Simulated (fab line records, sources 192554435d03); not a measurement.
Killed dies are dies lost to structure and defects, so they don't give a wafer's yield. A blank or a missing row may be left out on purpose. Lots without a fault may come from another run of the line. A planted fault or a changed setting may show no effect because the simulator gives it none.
Chamber matching | flow n5_finfet | N5_DUMMY_GATE_ETCH_36 on rie_diel-04: 4 sister chambers
The step etches SiARC in CF4, target depth 13 nm. 4 wafers are shown with their chamber, then 11 later ones without.

WAFERS WITH THEIR CHAMBER
wafer  | chamber | showerhead_plenum_p_Torr (Torr)
L082.6 | 2       | 2.21
L085.1 | 3       | 2.00
L085.2 | 1       | 2.23
L087.2 | 0       | 2.06

WAFERS WITHOUT THEIR CHAMBER
wafer  | showerhead_plenum_p_Torr (Torr)
L087.3 | 2.23
L087.4 | 2.20
L090.1 | 2.06
L090.2 | 2.23
L090.3 | 2.20
L091.1 | 2.20
L091.5 | 2.20
L091.6 | 2.00
L094.2 | 2.22
L094.3 | 2.20
L094.5 | 2.00

WHICH CHAMBER EACH WENT THROUGH
wafer  | from the rows above     | in truth
L087.3 | 1                       | 1
L087.4 | 2                       | 2
L090.1 | 0                       | 0
L090.2 | 1                       | 1
L090.3 | 2                       | 2
L091.1 | 2                       | 2
L091.5 | 2                       | 2
L091.6 | 3                       | 3
L094.2 | can't be placed: 1 or 2 | 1
L094.3 | 2                       | 2
L094.5 | 3                       | 3
Placed correctly: 10 of 11. Can't be placed from these rows: 1 (the true chamber is among the candidates in 1). Placed wrongly: 0.
How it was worked out, from the rows above alone: a wafer's distance from a chamber is the root of the sum, over the readings, of the square of ((its reading less the chamber's mean) divided by the reading's scatter). The wafer belongs to the nearest chamber; if the next one is less than 2 further off, it can't be placed. A chamber's mean is the mean of its shown wafers. The scatter: with one shown wafer a chamber, the root of the mean of the squares of how far each hidden wafer lies from its nearest shown one.
